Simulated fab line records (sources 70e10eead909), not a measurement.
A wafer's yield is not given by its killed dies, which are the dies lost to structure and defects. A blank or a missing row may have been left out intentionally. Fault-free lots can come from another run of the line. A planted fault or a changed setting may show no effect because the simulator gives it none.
Code-filled problem report in 8D (eight disciplines) form || flow nand_harc || the parts of the form that need people (team, actions taken, sign-off) are left out

== 1. WHAT IS WRONG ==
Wafers without a fault read 592 W, standard deviation 3.3; rf_fwd_power_W at NHARC_A_STAIRCASE_ETCH_23 reads a mean of 833 W on 6 wafers belonging to 2 lots. Relative to the usual mean, that is a shift of +73 standard deviations.
The step: etches the open film in C4F8/O2, target depth 100 nm, time 40.5 s.
Seen first at day 22 13:40 on rie_diel-02, wafer L936.4. The record holds 42 wafers of 14 lots with a number at this step. The rule behind "out" and "out of limits": a value lying over 4 standard deviations away from the usual mean. The other wafers with a number count as sound.

== 2. WHAT THIS IS AND IS NOT ==
{"question": "which readings at this step", "is": "rf_fwd_power_W, oes_product_au", "is not": "rf_vpp_V"}
{"question": "which lots", "is": "L936, L939", "is not": "L922, L924, L927, L928, L929, L930, L931, L932, L935, L938, L943, L945"}
{"question": "which wafers of those lots", "is": "all that have a number", "is not": "-"}
{"question": "read on which tools", "is": "rie_diel-02", "is not": "rie_diel-05, rie_diel-08"}
{"question": "when", "is": "from day 22 13:40", "is not": "up to then (27 sound wafers); but 9 sound wafers of L938, L943, L945 came after"}

== 3. THE SUSPECTS, EACH WITH WHAT RULES IT OUT ==
Counting: a tool at any process step up to the reading remains a suspect when it ran all the lots that are out and ran no sound lot after the first of those.
- rie_diel-02 at NHARC_A_STAIRCASE_TRIM_20 (chemistry O2, time 211.2 s): kept. It ran every lot that is out, first L936 (day 22 13:13), and no sound lot after that; its last sound lot up to then is L932 (day 20 09:09).
- rie_diel-02 at NHARC_A_STAIRCASE_ETCH_23 (etches the open film in C4F8/O2, target depth 100 nm, time 40.5 s): kept. It ran every lot that is out, first L936 (day 22 13:40), and no sound lot after that; its last sound lot up to then is L932 (day 20 09:34). Out on those wafers are its own readings of oes_product_au, rf_fwd_power_W.
What counting leaves: rie_diel-02 at NHARC_A_STAIRCASE_TRIM_20 and rie_diel-02 at NHARC_A_STAIRCASE_ETCH_23.

== 4. THE CAUSE (what the simulator had put in) ==
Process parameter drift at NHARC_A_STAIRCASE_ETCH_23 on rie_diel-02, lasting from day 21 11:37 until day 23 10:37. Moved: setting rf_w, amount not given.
After counting, 2 suspects remain, this tool included.

== 5. THE CHAIN OF EFFECTS, in route order ==
One row per reading whose mean, taken over the struck wafers that have a number, lies over 3 standard deviations from the usual. Readings are gone through only where the record gives a usual standard deviation; hours: the median, over the lots, of the time from a lot's start at the first step in this table giving one to that lot's start at this step; sigmas: the change measured in usual standard deviations.
{"hours": 0, "step": "NHARC_A_STAIRCASE_ETCH_23", "reading": "oes_product_au", "usual": "0.945 a.u.", "on struck wafers": 1.168, "change": "+0.223", "sigmas": "+17"}
{"hours": 0, "step": "NHARC_A_STAIRCASE_ETCH_23", "reading": "rf_fwd_power_W", "usual": "592 W", "on struck wafers": 833, "change": "+241", "sigmas": "+73"}
It contains these process steps:
- NHARC_A_STAIRCASE_ETCH_23: etches the open film in C4F8/O2, target depth 100 nm, time 40.5 s.

== 6. HOW IT WOULD HAVE BEEN CAUGHT EARLIER ==
26 hours passed between the start of the fault at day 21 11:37 and the first reading out of limits in this record, taken at day 22 13:40.
